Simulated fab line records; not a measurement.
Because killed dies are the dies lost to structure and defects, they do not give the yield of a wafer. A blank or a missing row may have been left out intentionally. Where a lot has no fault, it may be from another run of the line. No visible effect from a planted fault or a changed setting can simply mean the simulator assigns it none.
Chamber matching -- flow nandHarc -- rieDiel-13 running NHARC_A_STAIRCASE_TRIM_187: 3 sister chambers
The step chemistry O2, time 211.2 s. 18 wafers are shown with their chamber, then 7 later ones without.

## WAFERS, EACH WITH ITS CHAMBER
wafer,chamber,drypumpMotorCurrentA (A),showerheadPlenumPTorr (Torr),oesProductAu (a.u.)
L074.1,1,5.9,3.34,1.024
L074.5,1,6.0,3.34,1.023
L074.6,0,6.3,3.26,0.987
L076.4,1,5.9,3.34,0.996
L076.5,0,6.3,3.26,1.000
L076.6,1,5.9,3.34,1.009
L078.1,1,6.0,3.34,1.020
L078.5,2,5.8,3.78,1.006
L078.6,1,6.0,3.34,1.015
L077.1,0,6.3,3.26,0.986
L077.4,2,5.8,3.78,0.994
L077.6,1,5.9,3.34,1.013
L075.1,0,6.3,3.26,0.984
L075.3,2,5.8,3.78,1.011
L075.6,0,6.3,3.26,0.989
L082.1,2,5.8,3.77,0.990
L082.4,0,6.3,3.81,0.995
L082.6,1,6.0,3.33,1.001

SIGNATURES (averages over the wafers above)
reading,chamber 0,chamber 1,chamber 2,scatter within a chamber
drypumpMotorCurrentA,6.300,5.950,5.800,0.0365
showerheadPlenumPTorr,3.3517,3.3388,3.7775,0.13
oesProductAu,0.99017,1.01262,1.00025,0.00895
Rule: for a wafer and a chamber, the distance is found by dividing, reading by reading, the gap between the wafer's reading and the chamber's mean by the reading's scatter, squaring, summing and taking the root. If the next closest chamber is less than 2 further off than the closest, the wafer can't be placed; otherwise it belongs to the closest. How the scatter is found: for the shown wafers, subtract from each reading the mean of its chamber, square and add these, divide the total by (wafers less chambers), then take the root.

## WAFERS WITHOUT THEIR CHAMBER
wafer,drypumpMotorCurrentA (A),showerheadPlenumPTorr (Torr),oesProductAu (a.u.)
L084.4,5.9,3.77,0.990
L084.6,6.3,3.81,0.979
L081.3,6.3,3.81,0.990
L081.6,6.3,3.81,0.994
L096.1,6.3,3.79,0.981
L096.2,5.9,3.31,0.990
L096.6,6.4,3.79,0.978

## EACH ONE'S CHAMBER
wafer,from the rows above,in truth
L084.4,can't be placed: 2 or 1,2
L084.6,0,0
L081.3,0,0
L081.6,0,0
L096.1,0,0
L096.2,can't be placed: 1 or 2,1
L096.6,0,0
Correct placement for 5 of the 7. Not placeable from these rows: 2 (in 2, the candidates include the true chamber). Number placed wrongly: 0.
